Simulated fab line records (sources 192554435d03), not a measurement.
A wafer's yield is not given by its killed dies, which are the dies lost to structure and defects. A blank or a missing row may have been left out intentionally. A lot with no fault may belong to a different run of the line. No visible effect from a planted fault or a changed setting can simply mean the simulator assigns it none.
Split-lot experiment | flow n5Finfet | route with 1938 steps; 7 lots, 39 wafers read

== THE SPLIT ==
At N5_BEOL_M4_DESCUM_33 (chemistry O2, time 7 s), the setting timeS was moved away from the recipe's 7 s on 12 of the 39 wafers read, by -52.4% to +19.7%. For the rest of the wafers, this setting stayed at what the recipe calls for.

== FROM THE SPLIT TO THE READING: what the file shows between them, 3 steps ==
- N5_BEOL_M4_ETCH_77: etches underlayer in N2/H2, target depth 6.5 nm, time 5.2 s
- N5_BEOL_M4_ETCH_69: etches SiARC in CF4, target depth 15.6 nm, time 26 s
- N5_BEOL_M4_ALD_98: deposits SiO2, target thk 2.5 nm, pulse time 1 s, co reactant pulse time 1 s

== THE READING ==
CAR-EUV_of_BEOL_M4_COAT_22.thkNm (the simulator's own value, which no gauge read), in nm, at N5_BEOL_M4_ETCHBACK_99 (etches SiO2 in CHF3, target depth 5 nm, time 10.4 s). No usual value for it is given in the file. Average 10.5 nm, standard deviation 0.15 nm, over the 27 wafers here run with the recipe.

wafer  | tool, chamber at the split | timeS as run, s | against the recipe | CAR-EUV_of_BEOL_M4_COAT_22.thkNm, nm | against lot-mates on the recipe
L075.1 | rieDiel-01, 0              | 5.444           | -22.2%             | 11                                   | +0.8
L075.3 | rieDiel-01, 0              | 5.444           | -22.2%             | 11                                   | +0.8
L075.6 | rieDiel-01, 3              | 5.444           | -22.2%             | 11                                   | +0.8
L075.2 | rieDiel-01, 3,0            | 7               | recipe             | 10.2                                 | -
L075.4 | rieDiel-01, 3              | 7               | recipe             | 10.2                                 | -
L075.5 | rieDiel-01, 3,0            | 7               | recipe             | 10.2                                 | -
L078.1 | rieDiel-04, 3,1            | 3.333           | -52.4%             | 12.4                                 | +1.9
L078.3 | rieDiel-04, 3,1            | 3.333           | -52.4%             | 12.4                                 | +1.9
L078.2 | rieDiel-04, 0              | 3.333           | -52.4%             | 12.2                                 | +1.7
L078.4 | rieDiel-04, 2,3,2          | 7               | recipe             | 10.6                                 | -
L078.5 | rieDiel-04, 2,3,2          | 7               | recipe             | 10.6                                 | -
L078.6 | rieDiel-04, 2,3,2          | 7               | recipe             | 10.4                                 | -
L079.1 | rieDiel-04, 0,2,0          | 7               | recipe             | 10.4                                 | -
L079.5 | rieDiel-04, 0,2,0          | 7               | recipe             | 10.4                                 | -
L079.2 | rieDiel-04, 1,3,1          | 7               | recipe             | 10.6                                 | -
L079.3 | rieDiel-04, 0,2,0          | 7               | recipe             | 10.6                                 | -
L079.4 | rieDiel-04, 1,3,1          | 7               | recipe             | 10.6                                 | -
L079.6 | rieDiel-04, 1,3,1          | 7               | recipe             | 10.6                                 | -
L082.1 | rieDiel-03, 1,3            | 7               | recipe             | 10.6                                 | -
L082.2 | rieDiel-03, 1,3            | 7               | recipe             | 10.6                                 | -
L082.3 | rieDiel-03, 2,3            | 8.379           | +19.7%             | 10                                   | -0.5
L082.4 | rieDiel-03, 2,3            | 8.379           | +19.7%             | 9.8                                  | -0.7
L082.5 | rieDiel-03, 2              | 8.379           | +19.7%             | 9.8                                  | -0.7
L082.6 | rieDiel-03, 1              | 7               | recipe             | 10.4                                 | -
L083.1 | rieDiel-01, 0              | 7               | recipe             | 10.2                                 | -
L083.5 | rieDiel-01, 3,0            | 7               | recipe             | 10.2                                 | -
L083.2 | rieDiel-01, 2,3,2          | 5.715           | -18.4%             | 11                                   | +0.7
L083.3 | rieDiel-01, 2,3,2          | 5.715           | -18.4%             | 11                                   | +0.7
L083.6 | rieDiel-01, 2,3,2          | 5.715           | -18.4%             | 11                                   | +0.7
L083.4 | rieDiel-01, 3,0            | 7               | recipe             | 10.4                                 | -
L091.1 | rieDiel-01, 1,3,2,0,3      | 7               | recipe             | 10.4                                 | -
L091.4 | rieDiel-01, 1,3,2,0,3      | 7               | recipe             | 10.4                                 | -
L091.6 | rieDiel-01, 2              | 7               | recipe             | 10.4                                 | -
L091.2 | rieDiel-01, 1,3,2,0,3      | 7               | recipe             | 10.6                                 | -
L091.3 | rieDiel-01, 1,3,2,0,3      | 7               | recipe             | 10.6                                 | -
L091.5 | rieDiel-01, 1,3,2,0,3      | 7               | recipe             | 10.6                                 | -
L095.2 | rieDiel-04, 3,0            | 7               | recipe             | 10.6                                 | -
L095.3 | rieDiel-04, 0              | 7               | recipe             | 10.4                                 | -
L095.6 | rieDiel-04, 3,0            | 7               | recipe             | 10.4                                 | -
Where a row lists several chambers, the file gives one row for several wafers and doesn't say which wafer went through which chamber.

FIT RESULTS
A straight line over all 39 wafers: CAR-EUV_of_BEOL_M4_COAT_22.thkNm changes by -0.0335 nm for each +1% of timeS; r = -0.97; the points scatter about the line by 0.15 nm.
The same after taking each lot's own level away (the mean of its wafers on the recipe; 39 wafers): -0.0348 nm for each +1%; r = -0.99; scatter 0.09 nm.
Per that fit: largest timeS move, reading shift of 1.8 nm.
The span of the lots' own levels, 10.20 to 10.53 nm, comes to 2.2 times the standard deviation stated above.
The two slopes agree, so the slope changes little with the lot-to-lot level.
Check: +1.82 nm against its lot-mates is what the line predicts for one of the wafers moved furthest among these (-52.4%) when that wafer is left out of the fit. It came out at +1.87 nm against them.

== ADDITIONAL SPLITS CARRIED BY THESE WAFERS ==
Note: prior to the reading, these wafers also went through further splits. Each is held against what the fit with the lots' levels taken away leaves over:
other split on the same wafers         | wafers away from the commonest value | r with CAR-EUV_of_BEOL_M4_COAT_22.thkNm (lot level and that fit taken away)
N5_ZERO_LAYER_DEVELOP_10 developTimeS  | 12                                   | +0.12
N5_FIN_SAQP_ALD_61 aldCycles           | 12                                   | -0.04
N5_STI_FIN_REVEAL_ALD_00 targetThkA    | 18                                   | -0.04
N5_HKMG_FIN_DEVELOP_48 developTimeS    | 18                                   | -0.14
N5_MOL_CONTACT_COAG_ALD_27 timeS       | 9                                    | +0.07
N5_MOL_CONTACT_COAG_CVD_140 targetThkA | 18                                   | -0.02

== THE WHOLE CHAIN: every reading that the file lists as answering this split, in the file's order ==
step                   | what it does                                        | reading                                                                           | change (the file's fit)                | r (the file's)
N5_BEOL_M4_DESCUM_33   | chemistry O2, time 7 s                              | CAR-EUV_of_BEOL_M4_COAT_22.thkNm (the simulator's own value, which no gauge read) | -0.0331 nm for each +1% of the setting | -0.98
N5_BEOL_M4_ETCHBACK_99 | etches SiO2 in CHF3, target depth 5 nm, time 10.4 s | CAR-EUV_of_BEOL_M4_COAT_22.thkNm (the simulator's own value, which no gauge read) | -0.035 nm for each +1% of the setting  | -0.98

== THE FILE'S OWN FIT ==
CAR-EUV_of_BEOL_M4_COAT_22.thkNm changes by -0.035 nm for each +1% of timeS, r = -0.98.
